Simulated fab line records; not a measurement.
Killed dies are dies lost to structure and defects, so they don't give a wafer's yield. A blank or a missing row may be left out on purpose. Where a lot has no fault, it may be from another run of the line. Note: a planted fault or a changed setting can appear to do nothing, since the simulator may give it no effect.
One fault through the eyes of 2 desks | flow n5-finfet | each desk has only its own numbers; what lay behind them comes last

## TOOL OWNER'S DESK, rie-diel-02
The tool's own readings at N5_BEOL_M15_ETCH_61 (etches BARC in N2/H2, target depth 89 nm, overetch 26.7 nm, time 67.9 s): means of the sampled wafers that have a number, for each lot that ran on this tool. A lot is out of limits, marked OUT, if its mean lies more than 4 standard deviations from the usual mean; the brackets give that distance.
Columns: A = bias-w at N5_BEOL_M15_ETCH_61, usual 149.9 W; B = drypump-motor-current-A at N5_BEOL_M15_ETCH_61, usual 5.9 A; C = n2-flow-sccm at N5_BEOL_M15_ETCH_61, usual 200.0 sccm; D = oes-product-au at N5_BEOL_M15_ETCH_61, usual 0.67 a.u.; E = rf-vpp-V at N5_BEOL_M15_ETCH_61, usual 523 V; F = showerhead-plenum-p-Torr at N5_BEOL_M15_ETCH_61, usual 2.51 Torr; G = throttle-valve-pct at N5_BEOL_M15_ETCH_61, usual 17.85 %
lot  | first seen here | A     | B   | C     | D    | E   | F    | G
L149 | day 13 08:17    | 149.8 | 5.7 | 199.8 | 0.59 | 521 | 2.42 | 17.80
L151 | day 13 16:41    | 150.1 | 6.1 | 200.0 | 0.64 | 521 | 2.41 | 17.72
L155 | day 15 00:00    | 150.2 | 5.8 | 199.9 | 0.62 | 521 | 2.43 | 17.78
L161 | day 16 07:08    | 149.5 | 6.1 | 199.4 | 0.68 | 526 | 2.55 | 17.57
L162 | day 16 21:22    | 149.7 | 5.8 | 200.5 | 0.64 | 523 | 2.53 | 17.66
This desk's finding: nothing out of limits on any of the 5 lots.

## AT THE METROLOGY DESK
What the gauges read for every lot (on any tool): the sampled wafers with a number, averaged. A lot is out of limits, marked OUT, if its mean lies more than 4 standard deviations from the usual mean; the brackets give that distance. 7 of its 12 readings are shown, namely those furthest out on some lot.
Columns: A = DIBL_P at N5_BEOL_M4_RC_MEAS_101, usual 36.1 mV/V; B = IOFF_P at N5_BEOL_M4_RC_MEAS_101, usual 0.22 nA/um; C = ION_N at N5_BEOL_M4_RC_MEAS_101, usual 675 uA/um; D = ION_P at N5_BEOL_M4_RC_MEAS_101, usual 465 uA/um; E = VT_P at N5_BEOL_M4_RC_MEAS_101, usual -249 mV; F = M15_THK at N5_BEOL_M15_THK_MEAS_50, usual 875 nm; G = M15_RS at N5_BEOL_M15_RS_MEAS_54, usual 0.0215 ohm/sq
lot  | first seen here | A    | B    | C   | D   | E    | F   | G
L149 | day 9 14:08     | 35.6 | 0.22 | 673 | 467 | -249 | 885 | 0.0212
L151 | day 9 21:13     | 38.0 | 0.25 | 680 | 463 | -245 | 888 | 0.0210
L154 | day 11 05:33    | 35.4 | 0.25 | 675 | 474 | -245 | 840 | 0.0225
L155 | day 11 16:47    | 38.9 | 0.28 | 698 | 481 | -244 | 892 | 0.0211
L161 | day 12 08:16    | 38.8 | 0.21 | 678 | 462 | -252 | -   | -
L162 | day 13 05:14    | 35.8 | 0.19 | 664 | 457 | -253 | 917 | 0.0206
L165 | day 13 10:43    | 36.6 | 0.22 | 676 | 460 | -249 | 895 | 0.0210
This desk's finding: nothing out of limits on any of the 7 lots.

## ALL TOGETHER
The tool owner's desk saw nothing out of limits.
Nothing out of limits was seen by the metrology desk.

## WHAT HAD BEEN PUT IN BY THE SIMULATOR
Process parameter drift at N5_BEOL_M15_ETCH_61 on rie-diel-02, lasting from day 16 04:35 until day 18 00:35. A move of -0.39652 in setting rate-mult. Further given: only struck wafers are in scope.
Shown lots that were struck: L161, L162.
